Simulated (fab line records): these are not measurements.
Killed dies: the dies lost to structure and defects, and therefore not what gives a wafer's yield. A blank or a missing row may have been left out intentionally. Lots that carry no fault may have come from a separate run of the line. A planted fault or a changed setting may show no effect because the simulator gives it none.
Chamber matching :: flow nand_harc :: NHARC_A_M1_PRE_CLEAN_32 on pecvd-02 has 3 sister chambers
The step time 12 s. 6 wafers are shown with their chamber, then 9 later ones without.

== WAFERS PAIRED WITH THEIR CHAMBERS ==
wafer: L087.3
chamber: 2
heater_power_w (W): 542

wafer: L087.4
chamber: 1
heater_power_w (W): 711

wafer: L087.6
chamber: 2
heater_power_w (W): 532

wafer: L091.1
chamber: 1
heater_power_w (W): 747

wafer: L091.3
chamber: 0
heater_power_w (W): 563

wafer: L091.5
chamber: 0
heater_power_w (W): 573

== WAFERS WHOSE CHAMBER IS MISSING ==
wafer: L092.1
heater_power_w (W): 595

wafer: L092.3
heater_power_w (W): 473

wafer: L092.5
heater_power_w (W): 720

wafer: L093.3
heater_power_w (W): 503

wafer: L093.4
heater_power_w (W): 488

wafer: L093.5
heater_power_w (W): 743

wafer: L097.3
heater_power_w (W): 490

wafer: L097.4
heater_power_w (W): 498

wafer: L097.5
heater_power_w (W): 549

== WHICH CHAMBER EACH WENT THROUGH ==
wafer: L092.1
from the rows above: can't be placed: 0 or 2
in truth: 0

wafer: L092.3
from the rows above: can't be placed: 2 or 0
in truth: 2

wafer: L092.5
from the rows above: 1
in truth: 1

wafer: L093.3
from the rows above: can't be placed: 2 or 0
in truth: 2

wafer: L093.4
from the rows above: can't be placed: 2 or 0
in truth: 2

wafer: L093.5
from the rows above: 1
in truth: 1

wafer: L097.3
from the rows above: can't be placed: 2 or 0
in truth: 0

wafer: L097.4
from the rows above: can't be placed: 2 or 0
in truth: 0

wafer: L097.5
from the rows above: can't be placed: 2 or 0
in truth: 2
Correctly placed: 2 of 9. These rows do not allow placing 7 (true chamber among the candidates in 7). Placed wrongly: 0.
How it was worked out, from the rows above alone: a wafer's distance from a chamber is the root of the sum, over the readings, of the square of ((its reading less the chamber's mean) divided by the reading's scatter). The wafer belongs to the nearest chamber; if the next one is less than 2 further off, it can't be placed. The mean given for a chamber averages the wafers shown for that chamber. The scatter is the square root of a quotient: the sum, over the shown wafers, of each reading's squared deviation from its chamber's mean, divided by wafers minus chambers.
